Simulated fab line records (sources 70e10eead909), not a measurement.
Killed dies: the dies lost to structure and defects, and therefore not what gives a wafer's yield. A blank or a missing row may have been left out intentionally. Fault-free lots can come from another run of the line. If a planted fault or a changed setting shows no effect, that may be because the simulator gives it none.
Comparing a struck lot with a sound one | flow nand harc | 37 steps out of a route of 1159
Sound: wafers L854.1, L854.2, L854.6. The struck wafers were L871.3, L871.4, L871.5. The cause comes at the end.
At each step with rows: each side's tool, then ch and its chambers, then its first start. Under that, the readings that differ: sound wafers | struck wafers | difference of the means | sigmas: that difference in standard deviations of wafers without a fault.
alike: same words and numbers on both sides, and readings whose means sit less than 2 such deviations apart. not compared: any withheld reading, any reading some wafer has no value for, any bound like >300 that may hide the same value, and any number with overlapping values for which the record gives no deviation.
Wherever a step has rows on one side only, a row that says differs or no value, or a row with sigmas, the two part there. Numbers that don't overlap but have no deviation are shown without sigmas and don't part them. A reading that every wafer of one side lacks parts them only if that side has two wafers or more.

first, 11 steps without rows for these wafers: NHARC_THIN_TSV_HARDBAKE_13 (time 80 s); NHARC_THIN_TSV_DESCUM_14 (chemistry O2, time 3 s); NHARC_THIN_TSV_ETCH_44 (etches the open film in CF4/O2, target depth 1594.2 nm, time 797.1 s); NHARC_THIN_TSV_ETCH_15 (target depth 3000 nm, bosch target overetch cycles 2, bosch etch step 2.8 s); NHARC_THIN_TSV_STRIP_45 (strips in O2); NHARC_THIN_TSV_STRIP_46 (strips in post etch residue remover, time 1200 s); NHARC_THIN_TSV_DEP_47 (deposits SiO2, target thk 200 nm); NHARC_THIN_TSV_ETCHBACK_48 (etches the open film in C4F8/Ar, target depth 1028.5 nm, time 405.17 s); NHARC_THIN_TSV_STRIP_62 (strips in N2/H2, time 20 s); NHARC_THIN_TSV_DEGAS_49 (time 120 s); NHARC_THIN_TSV_PRE_CLEAN_50 (time 30 s).
NHARC_THIN_TSV_PVD_19: deposits TaN, target thk 20 nm.
  sound: pvd sputter-03 at day 19 22:13; struck: pvd sputter-03 at day 24 09:59
  alike: throttle valve pct
then, 24 steps without rows for these wafers: NHARC_THIN_TSV_PVD_51 (deposits Cu, target thk 100 nm); NHARC_THIN_TSV_ECD_20 (material Cu, target thk 2000 nm); NHARC_THIN_TSV_ANNEAL_52 (time 90 s); NHARC_THIN_TSV_CMP_21 (polishes, t overpolish 30 s, target thk 2000 nm); NHARC_THIN_TSV_SRD_23; NHARC_THIN_TSV_DEGAS_53 (time 60 s); NHARC_THIN_TSV_PRE_CLEAN_54 (time 30 s); NHARC_THIN_TSV_PVD_55 (deposits TiN, target thk 50 nm); NHARC_THIN_TSV_PVD_24 (deposits Al, target thk 800 nm); NHARC_THIN_TSV_DEHYDRATE_25 (time 120 s); NHARC_THIN_TSV_HMDS_26 (time 30 s); NHARC_THIN_TSV_COAT_27; NHARC_THIN_TSV_SOFTBAKE_28 (time 95 s); NHARC_THIN_TSV_EBR_29; NHARC_THIN_TSV_EXPOSE_30 (exposes mask PAD); NHARC_THIN_TSV_PEB_31 (peb time 85 s); NHARC_THIN_TSV_DEVELOP_32 (time 70 s); NHARC_THIN_TSV_HARDBAKE_34 (time 80 s); NHARC_THIN_TSV_DESCUM_35 (chemistry O2, time 3 s); NHARC_THIN_TSV_ETCH_59 (etches the open film in Cl2/BCl3, target depth 880 nm, time 138.1 s); NHARC_THIN_TSV_ETCH_36 (etches the open film in Cl2/BCl3, target depth 65 nm, time 18.571 s); NHARC_THIN_TSV_STRIP_56 (strips in O2); NHARC_THIN_TSV_STRIP_57 (strips in post etch residue remover, time 1200 s); NHARC_THIN_TSV_ANNEAL_58 (time 1800 s).
NHARC_END_SORT_01:
  sound on prober-02 ch 0, day 20 15:26; struck on prober-02 ch 0, day 24 22:33
  reading                  | sound          | struck         | difference | sigmas
  defect limited yield (%) | 97.3 96.8 96.3 | 82.1 88.9 83.2 | -12.1      | -8
  killed at array          | 14 16 17       | 35 47 32       | +22        | +2
  killed at other          | 0 0 0          | 85 26 80       | +64        | +64
  killed at periphery      | 4 6 8          | 1 2 2          | -4         | -2
  killed dies              | 18 22 25       | 121 75 114     | +82        | +7
  sort_bin_2_pct (%)       | 1.0 1.2 1.0    | 8.1 3.4 7.1    | +5.1       | +8
  sort_bin_3_pct (%)       | 0 0 0.15       | 2.81 2.07 3.40 | +2.71      | +12
  sort_bin_4_pct (%)       | 1.6 2.1 2.5    | 6.9 5.6 6.4    | +4.2       | +4
  sort n pass              | 659 655 652    | 556 602 563    | -82        | -7
  sort rim yield pct (%)   | 95.3 99.1 96.2 | 88.7 87.7 94.3 | -6.6       | -3
  sort yield pct (%)       | 97.3 96.8 96.3 | 82.1 88.9 83.2 | -12.1      | -8
  alike: killed open, killed short

WHERE THEY PART
Only at NHARC_END_SORT_01, within this record.

WHY: what the simulator had put in
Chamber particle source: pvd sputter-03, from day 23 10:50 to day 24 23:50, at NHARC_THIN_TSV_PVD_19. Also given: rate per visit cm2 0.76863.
